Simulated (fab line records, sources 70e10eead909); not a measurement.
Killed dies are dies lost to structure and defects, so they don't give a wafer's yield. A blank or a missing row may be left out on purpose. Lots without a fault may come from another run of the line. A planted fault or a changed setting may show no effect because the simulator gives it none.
A struck lot beside a sound one | flow nand_harc | 30 steps out of a route of 1159
Sound: wafers L216.4, L216.5, L216.6. Struck: wafers L218.3, L218.4, L218.5. The cause comes at the end.
At each step with rows: each side's tool, then ch and its chambers, then its first start. Under that, the readings that differ: sound wafers | struck wafers | difference of the means | sigmas: that difference in standard deviations of wafers without a fault.
alike: readings whose means differ by less than 2 such deviations, and words and numbers that are the same on both sides. not compared: withheld readings, readings that some wafer has no value for, bounds like >300 that may hide the same value, and numbers for which the record gives no deviation and whose values overlap.
The two part at a step that has a row with sigmas, a row that says differs or no value, or rows on one side only. Numbers that don't overlap but have no deviation are shown without sigmas and don't part them. A reading that every wafer of one side lacks parts them only if that side has two wafers or more.

first, 2 steps without rows for these wafers: NHARC_A_STAIRCASE_PRECLEAN_448 (cleans in SC1); NHARC_A_STAIRCASE_SRD_449.
NHARC_A_STAIRCASE_CMP_450: polishes SiO2, target thk 200 nm.
  sound on cmp-01 ch 1,2,3, day 15 13:40; struck on cmp-02 ch 2,3, day 16 00:17
  alike: motor_current_A
NHARC_A_STAIRCASE_CMP_152: polishes.
  sound on cmp-01 ch 1,2,3, day 15 13:44; struck on cmp-02 ch 2,3, day 16 00:22
  alike: motor_current_A
then, 5 steps without rows for these wafers: NHARC_A_STAIRCASE_SRD_154; NHARC_A_STAIRCASE_ETCH_403 (etches SiO2 in dHF, target depth 108.2 nm); NHARC_A_STAIRCASE_ETCHBACK_422 (etches the open film in CH3F/O2, target depth 40 nm, time 74.286 s); NHARC_A_STAIRCASE_ETCH_423 (etches SiO2 in dHF, target depth 30 nm); NHARC_A_STAIRCASE_ETCHBACK_157 (etches the open film in CH3F/O2, target depth 90 nm, time 167.14 s).
NHARC_A_STAIRCASE_STRIP_475: strips in O2, time 20 s.
  sound on rie_diel-10 ch 0,1,3; struck on rie_diel-11 ch 0,2,3, day 16 01:26
  alike: drypump_motor_current_A, oes_product_au, rf_vpp_V, showerhead_plenum_p_Torr, throttle_valve_pct
  not compared: rf_hours_counter_h
NHARC_A_STAIRCASE_DEP_471: deposits SiO2, target thk 100 nm.
  sound on pecvd-03 ch 0,1,2, day 15 15:16; struck on pecvd-03 ch 0,1, day 16 01:36
  alike: heater_power_w, rf_fwd_power_W, throttle_valve_pct
NHARC_A_STAIRCASE_CMP_472: polishes SiO2.
  sound on cmp-01 ch 1,2,3, day 15 15:31; struck on cmp-02 ch 2,3, day 16 01:49
  alike: motor_current_A
then, 1 step without rows for these wafers: NHARC_A_STAIRCASE_SRD_474.
NHARC_A_STAIRCASE_INSPECT_155:
  sound on defect_inspect-01, day 15 15:48; struck on defect_inspect-01, day 16 02:11
  reading          | sound       | struck      | difference | sigmas
  raw_defect_count | 278 258 391 | 932 909 767 | +560       | +5
NHARC_A_SGD_CUT_DEP_00: deposits SiNx, target thk 50 nm.
  sound on pecvd-03 ch 0,1,2, day 15 15:57; struck on pecvd-03 ch 0,1,2, day 16 02:25
  alike: heater_power_w, rf_fwd_power_W
then, 10 steps without rows for these wafers: NHARC_A_SGD_CUT_DEHYDRATE_01 (time 120 s); NHARC_A_SGD_CUT_HMDS_02 (time 30 s); NHARC_A_SGD_CUT_COAT_56 (time 75 s); NHARC_A_SGD_CUT_COAT_57 (time 65 s); NHARC_A_SGD_CUT_COAT_03 (resist thk 90 nm); NHARC_A_SGD_CUT_SOFTBAKE_04 (time 55 s); NHARC_A_SGD_CUT_EBR_05; NHARC_A_SGD_CUT_EXPOSE_06 (exposes mask SGD); NHARC_A_SGD_CUT_PEB_07 (peb time 65 s); NHARC_A_SGD_CUT_DEVELOP_08 (develop time 35 s).
NHARC_A_SGD_CUT_CD_MEAS_09: target cd 100 nm.
  sound on cd_sem-03 ch 0, day 15 16:35; struck on cd_sem-02 ch 0, day 16 03:07
  alike: cd_nm
NHARC_A_SGD_CUT_OVL_MEAS_10:
  sound on overlay-02, day 15 16:41; struck on overlay-01, day 16 03:11
  alike: overlay_x_nm, overlay_y_nm
NHARC_A_SGD_CUT_INSPECT_11:
  sound on defect_inspect-02, day 15 16:43; struck on defect_inspect-02, day 16 03:14
  reading          | sound    | struck      | difference | sigmas
  raw_defect_count | 28 19 24 | 430 435 408 | +401       | +44
then, 1 step without rows for these wafers: NHARC_A_SGD_CUT_DESCUM_14 (chemistry O2, time 3 s).
-- the record jumps here: 5 days lie between the struck wafers' starts before and after (it left off in module A_SGD_CUT and takes up again in module END, whose first step shown is number 1159 of the route) --
NHARC_END_SORT_01:
  the record has rows for the struck wafers here (prober-01 ch 0, day 21 11:25) and none for the sound ones

WHERE THEY PART
First at NHARC_A_STAIRCASE_INSPECT_155; last, within this record, at NHARC_END_SORT_01.

WHY: what the simulator had put in
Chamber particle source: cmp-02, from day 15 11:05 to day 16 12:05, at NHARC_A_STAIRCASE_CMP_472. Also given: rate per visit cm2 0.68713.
